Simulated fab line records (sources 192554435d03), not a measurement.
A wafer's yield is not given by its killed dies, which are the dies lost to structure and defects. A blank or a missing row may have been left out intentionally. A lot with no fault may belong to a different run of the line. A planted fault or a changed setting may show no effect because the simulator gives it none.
A lot that was struck, set against a sound lot -- flow n5Finfet -- 16 out of 1938 route steps
Sound: these wafers, L930.3, L930.4, L930.6. Struck: wafer L939.2. (L939.6 of the same lot was not struck and is left out.) The cause comes at the end.
For every step that has rows: the tool of each side, followed by ch and its chambers, followed by its first start. Under that, the readings that differ: sound wafers -- struck wafers -- difference of the means -- sigmas: that difference in standard deviations of wafers without a fault.
alike: readings whose means differ by less than 2 such deviations, and words and numbers that are the same on both sides. not compared: withheld readings, readings that some wafer has no value for, bounds like >300 that may hide the same value, and numbers for which the record gives no deviation and whose values overlap.
The two part at a step that has a row with sigmas, a row that says differs or no value, or rows on one side only. Non-overlapping numbers with no deviation appear without sigmas and do not part them. Lack of a reading on every wafer of one side parts them only where that side has two or more wafers.

first, 8 steps without rows for these wafers: N5_BEOL_M3_COAT_62 (time 60 s, resist thk 12 nm); N5_BEOL_M3_COAT_73 (time 60 s, resist thk 5 nm); N5_BEOL_M3_COAT_05 (resist thk 30 nm); N5_BEOL_M3_EBR_07; N5_BEOL_M3_SOFTBAKE_06 (time 60 s); N5_BEOL_M3_EXPOSE_08 (exposes mask M3); N5_BEOL_M3_PEB_09 (peb time 60 s); N5_BEOL_M3_DEVELOP_10 (develop time 30 s).
N5_BEOL_M3_CD_MEAS_11: the cd target is 17.05 nm.
  sound on cdSem-01 ch 0, day 8 07:49; struck on cdSem-01 ch 0, day 10 06:47
  alike: cdNm
N5_BEOL_M3_OVL_MEAS_12:
  sound on overlay-01 ch 0, day 8 07:51; struck on overlay-02 ch 0, day 10 06:50
  alike: M3_OVL
N5_BEOL_M3_INSPECT_13: inspects for defects (brightfield).
  sound on defectInspect-01 at day 8 07:54; struck on defectInspect-01 at day 10 06:53
  alike: rawDefectCount
N5_BEOL_M3_DESCUM_16: chemistry O2, time 7 s.
  sound on rieDiel-06 ch 0,1, day 8 07:58; struck on rieDiel-06 ch 2, day 10 06:55
  alike: drypumpMotorCurrentA, o2FlowSccm, oesProductAu, rfVppV, showerheadPlenumPTorr, throttleValvePct
  not compared: rfHoursCounterH
N5_BEOL_M3_ETCH_74: etches underlayer in N2/H2, target depth 6.5 nm, time 5.2 s.
  sound on rieDiel-06 ch 0,1, day 8 07:59; struck on rieDiel-06 ch 2, day 10 06:57
reading,sound,struck,difference,sigmas
etchRfOnTimeS (s),5.09 5.43 5.07,3.84,-1.36,-8
oesProductAu (a.u.),0.62 0.64 0.62,0.81,+0.18,+3
  alike: biasW, drypumpMotorCurrentA, rfVppV, showerheadPlenumPTorr, throttleValvePct
  not compared: rfHoursCounterH
N5_BEOL_M3_ETCH_63: etches SiARC in CF4, target depth 15.6 nm, time 26 s.
  sound on rieDiel-06 ch 0,1, day 8 08:01; struck on rieDiel-06 ch 2, day 10 06:58
reading,sound,struck,difference,sigmas
biasW (W),35.90 35.98 36.00,35.72,-0.24,-2
  alike: drypumpMotorCurrentA, etchRfOnTimeS, oesProductAu, rfVppV, showerheadPlenumPTorr, throttleValvePct
  not compared: rfHoursCounterH
N5_BEOL_M4_RC_MEAS_101:
  sound on prober-02 ch 0, day 9 09:29; struck on prober-01 ch 0, day 11 09:08
  alike: DIBL_N, DIBL_P, IOFF_N, IOFF_P, ION_N, ION_P, SS_N, SS_P, VT_N, VT_P
-- a jump in the record: the struck wafers' starts before and after are 4 days apart (it breaks off in module BEOL_M4 and resumes in module PASSIVATION, where the first step shown is number 1936 of the route) --
N5_PASSIVATION_PROBE_49:
  sound on prober-02 at day 14 03:44; struck on prober-02 at day 15 10:54
  alike: defectLimitedYield, killed_at_M0_to_M3, killed_at_M4_up, killedAtContacts, killedAtFrontEnd, killedAtOther, killedDies, killedOpen, killedShort, sort_bin_5_function, sort_bin_6_memory, sortNPass, sortYieldPct

== WHERE THEY PART ==
At N5_BEOL_M3_ETCH_74 first; at N5_BEOL_M3_ETCH_63 last (within this record only). Later steps at which nothing parts them and some readings are alike: N5_BEOL_M4_RC_MEAS_101, N5_PASSIVATION_PROBE_49.

WHY: whatever the simulator had introduced
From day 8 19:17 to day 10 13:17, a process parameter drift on rieDiel-06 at N5_BEOL_M3_ETCH_74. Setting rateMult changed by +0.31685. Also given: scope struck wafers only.
